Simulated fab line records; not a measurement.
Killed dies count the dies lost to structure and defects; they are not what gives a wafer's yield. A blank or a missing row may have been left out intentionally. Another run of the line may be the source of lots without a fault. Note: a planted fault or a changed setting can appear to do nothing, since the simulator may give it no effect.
Matching of chambers ; flow n5-finfet ; 4 sister chambers for N5_BEOL_M15_STRIP_36 on rie-diel-04
The step strips in O2. 4 wafers are shown with their chamber, then 10 later ones without.

WAFERS, EACH WITH ITS CHAMBER
wafer;chamber;showerhead-plenum-p-Torr (Torr)
L082.1;2;2.21
L083.4;1;2.04
L085.2;3;2.11
L085.3;0;2.25

WAFERS WITH NO CHAMBER GIVEN
wafer;showerhead-plenum-p-Torr (Torr)
L085.6;2.12
L087.1;2.11
L087.3;2.25
L087.6;2.20
L090.1;2.24
L090.4;2.04
L090.5;2.11
L095.2;2.24
L095.3;2.04
L095.4;2.20

WHICH CHAMBER EACH WENT THROUGH
wafer;from the rows above;in truth
L085.6;3;3
L087.1;3;3
L087.3;0;0
L087.6;2;2
L090.1;0;0
L090.4;1;1
L090.5;3;3
L095.2;0;0
L095.3;1;1
L095.4;2;2
10 of 10 placed correctly. Not placeable from these rows: 0. Wrongly placed: 0.
How it was worked out, from the rows above alone: a wafer's distance from a chamber is the root of the sum, over the readings, of the square of ((its reading less the chamber's mean) divided by the reading's scatter). The wafer belongs to the nearest chamber; if the next one is less than 2 further off, it can't be placed. The mean given for a chamber averages the wafers shown for that chamber. The scatter: with one shown wafer a chamber, the root of the mean of the squares of how far each hidden wafer lies from its nearest shown one.
